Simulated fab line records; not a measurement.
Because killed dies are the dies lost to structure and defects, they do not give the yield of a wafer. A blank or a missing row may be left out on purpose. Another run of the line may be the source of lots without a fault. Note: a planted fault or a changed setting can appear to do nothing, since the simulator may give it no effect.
Chamber matching / flow n5Finfet / rieDiel-05 running N5_BEOL_M12_ETCH_67: 4 sister chambers
The step etches SiARC in CF4, target depth 143 nm, time 238.3 s. 16 wafers are shown with their chamber, then 8 later ones without.

== WAFERS WITH THEIR CHAMBER ==
wafer=L079.1; chamber=1; drypumpMotorCurrentA (A)=5.7; showerheadPlenumPTorr (Torr)=2.22; throttleValvePct (%)=15.51
wafer=L079.4; chamber=2; drypumpMotorCurrentA (A)=5.8; showerheadPlenumPTorr (Torr)=2.17; throttleValvePct (%)=15.07
wafer=L079.6; chamber=0; drypumpMotorCurrentA (A)=5.1; showerheadPlenumPTorr (Torr)=2.26; throttleValvePct (%)=15.56
wafer=L076.3; chamber=1; drypumpMotorCurrentA (A)=5.6; showerheadPlenumPTorr (Torr)=2.22; throttleValvePct (%)=15.47
wafer=L076.5; chamber=3; drypumpMotorCurrentA (A)=5.9; showerheadPlenumPTorr (Torr)=2.11; throttleValvePct (%)=15.34
wafer=L076.6; chamber=0; drypumpMotorCurrentA (A)=5.1; showerheadPlenumPTorr (Torr)=2.26; throttleValvePct (%)=15.56
wafer=L082.1; chamber=3; drypumpMotorCurrentA (A)=5.9; showerheadPlenumPTorr (Torr)=2.10; throttleValvePct (%)=15.35
wafer=L082.4; chamber=2; drypumpMotorCurrentA (A)=5.8; showerheadPlenumPTorr (Torr)=2.17; throttleValvePct (%)=15.11
wafer=L082.6; chamber=2; drypumpMotorCurrentA (A)=5.8; showerheadPlenumPTorr (Torr)=2.17; throttleValvePct (%)=15.10
wafer=L085.3; chamber=2; drypumpMotorCurrentA (A)=5.8; showerheadPlenumPTorr (Torr)=2.17; throttleValvePct (%)=15.11
wafer=L085.5; chamber=0; drypumpMotorCurrentA (A)=5.1; showerheadPlenumPTorr (Torr)=2.26; throttleValvePct (%)=15.61
wafer=L085.6; chamber=1; drypumpMotorCurrentA (A)=5.6; showerheadPlenumPTorr (Torr)=2.22; throttleValvePct (%)=15.54
wafer=L086.1; chamber=3; drypumpMotorCurrentA (A)=5.9; showerheadPlenumPTorr (Torr)=2.10; throttleValvePct (%)=15.37
wafer=L086.5; chamber=2; drypumpMotorCurrentA (A)=5.8; showerheadPlenumPTorr (Torr)=2.16; throttleValvePct (%)=15.12
wafer=L086.6; chamber=3; drypumpMotorCurrentA (A)=5.9; showerheadPlenumPTorr (Torr)=2.10; throttleValvePct (%)=15.38
wafer=L091.1; chamber=1; drypumpMotorCurrentA (A)=5.7; showerheadPlenumPTorr (Torr)=2.21; throttleValvePct (%)=15.56

SIGNATURES (averages over the wafers above)
reading=drypumpMotorCurrentA; chamber 0=5.100; chamber 1=5.650; chamber 2=5.800; chamber 3=5.900; scatter within a chamber=0.0289
reading=showerheadPlenumPTorr; chamber 0=2.2600; chamber 1=2.2175; chamber 2=2.1680; chamber 3=2.1025; scatter within a chamber=0.00438
reading=throttleValvePct; chamber 0=15.5767; chamber 1=15.5200; chamber 2=15.1020; chamber 3=15.3600; scatter within a chamber=0.027
Rule: a wafer lies at a distance from a chamber equal to the root of the sum of squares, over the readings, of (its reading less the chamber's mean, divided by the reading's scatter). If the next closest chamber is less than 2 further off than the closest, the wafer can't be placed; otherwise it belongs to the closest. The scatter is the square root of a quotient: the sum, over the shown wafers, of each reading's squared deviation from its chamber's mean, divided by wafers minus chambers.

== WAFERS MISSING THEIR CHAMBER ==
wafer=L091.2; drypumpMotorCurrentA (A)=5.1; showerheadPlenumPTorr (Torr)=2.25; throttleValvePct (%)=15.64
wafer=L091.3; drypumpMotorCurrentA (A)=5.9; showerheadPlenumPTorr (Torr)=2.10; throttleValvePct (%)=15.41
wafer=L090.2; drypumpMotorCurrentA (A)=5.1; showerheadPlenumPTorr (Torr)=2.25; throttleValvePct (%)=15.62
wafer=L090.3; drypumpMotorCurrentA (A)=5.9; showerheadPlenumPTorr (Torr)=2.10; throttleValvePct (%)=15.39
wafer=L090.6; drypumpMotorCurrentA (A)=5.7; showerheadPlenumPTorr (Torr)=2.21; throttleValvePct (%)=15.56
wafer=L094.1; drypumpMotorCurrentA (A)=5.8; showerheadPlenumPTorr (Torr)=2.16; throttleValvePct (%)=15.16
wafer=L094.3; drypumpMotorCurrentA (A)=5.6; showerheadPlenumPTorr (Torr)=2.21; throttleValvePct (%)=15.58
wafer=L094.4; drypumpMotorCurrentA (A)=5.8; showerheadPlenumPTorr (Torr)=2.16; throttleValvePct (%)=15.17

== WHICH CHAMBER EACH WENT THROUGH ==
wafer=L091.2; from the rows above=0; in truth=0
wafer=L091.3; from the rows above=3; in truth=3
wafer=L090.2; from the rows above=0; in truth=0
wafer=L090.3; from the rows above=3; in truth=3
wafer=L090.6; from the rows above=1; in truth=1
wafer=L094.1; from the rows above=2; in truth=2
wafer=L094.3; from the rows above=1; in truth=1
wafer=L094.4; from the rows above=2; in truth=2
Correctly placed: 8 of 8. Not placeable from these rows: 0. Placed wrongly: 0.
